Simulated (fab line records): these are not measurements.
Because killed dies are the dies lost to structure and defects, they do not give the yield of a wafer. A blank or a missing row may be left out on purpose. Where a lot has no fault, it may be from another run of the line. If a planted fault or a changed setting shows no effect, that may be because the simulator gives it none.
Struck lot and sound lot, side by side || flow nand harc || 14 out of 1302 route steps
Sound: wafers L187.2, L187.4, L187.5. Wafers L183.2, L183.3, L183.6 were the ones struck. The cause is given at the end.
At each step with rows: each side's tool, then ch and its chambers, then its first start. Under that, the readings that differ: sound wafers || struck wafers || difference of the means || sigmas: that difference in standard deviations of wafers without a fault.
alike: a reading whose means differ by less than 2 such deviations, as well as words and numbers matching on both sides. not compared: withheld readings; readings where some wafer has no value; bounds like >300 that might hide an equal value; numbers whose values overlap and for which the record gives no deviation.
Wherever a step has rows on one side only, a row that says differs or no value, or a row with sigmas, the two part there. Numbers that don't overlap but have no deviation are shown without sigmas and don't part them. A reading that every wafer of one side lacks parts them only if that side has two wafers or more.

NHARC_THIN_TSV_DESCUM_14: chemistry O2, time 3 s.
  sound on rie diel-11 ch 0,1, day 30 16:45; struck on rie diel-11 ch 0,1,2, day 29 20:37
  alike: drypump motor current A, mfc ar sccm, oes product au, rf vpp V, showerhead plenum p Torr, throttle valve pct
  not compared: rf hours counter h
then, 1 step without rows for these wafers: NHARC_THIN_TSV_ETCH_44 (etches the open film in CF4/O2, target depth 1594.2 nm, time 797.1 s).
NHARC_THIN_TSV_ETCH_15: target depth 3000 nm, bosch target overetch cycles 2, bosch etch step 2.8 s.
  sound on rie si-04 ch 0,1,2, day 30 17:32; struck on rie si-04 ch 1,3, day 29 21:16
  alike: drypump motor current A
  not compared: rf hours counter h
NHARC_THIN_TSV_CD_MEAS_16:
  sound on cd sem-02 at day 30 17:40; struck on cd sem-01 at day 29 21:24
  alike: cd nm
NHARC_THIN_TSV_STRIP_45: strips in O2.
  sound on plasma asher-01 ch 0,1, day 30 17:49; struck on plasma asher-01 ch 0,1, day 29 21:29
  alike: drypump motor current A, heater power w
  not compared: rf hours counter h
then, 1 step without rows for these wafers: NHARC_THIN_TSV_STRIP_46 (strips in post etch residue remover, time 1200 s).
NHARC_THIN_TSV_DEP_47: deposits SiO2, target thk 200 nm.
  sound on pecvd-03 ch 0,1,2, day 30 18:35; struck on pecvd-03 ch 0,1,2, day 29 22:17
  alike: throttle valve pct
then, 4 steps without rows for these wafers: NHARC_THIN_TSV_ETCHBACK_48 (etches the open film in C4F8/Ar, target depth 1028.5 nm, time 405.17 s); NHARC_THIN_TSV_STRIP_62 (strips in N2/H2, time 20 s); NHARC_THIN_TSV_DEGAS_49 (time 120 s); NHARC_THIN_TSV_PRE_CLEAN_50 (time 30 s).
NHARC_THIN_TSV_PVD_19: deposits TaN, target thk 20 nm.
  sound on pvd sputter-03; struck on pvd sputter-01
  alike: chamber pressure pa, throttle valve pct
NHARC_THIN_TSV_PVD_51: deposits Cu, target thk 100 nm.
  sound on pvd sputter-03 at day 30 19:52; struck on pvd sputter-01 at day 29 23:29
  no value came back on the struck wafers for chamber pressure pa (Pa), throttle valve pct (%); on the sound wafers chamber pressure pa (Pa) reads 4.998 5.008 4.990
then, 1 step without rows for these wafers: NHARC_THIN_TSV_ECD_20 (material Cu, target thk 2000 nm).

== WHERE THEY PART ==
NHARC_THIN_TSV_PVD_51 only, going by this record.

WHY: what had been put in by the simulator
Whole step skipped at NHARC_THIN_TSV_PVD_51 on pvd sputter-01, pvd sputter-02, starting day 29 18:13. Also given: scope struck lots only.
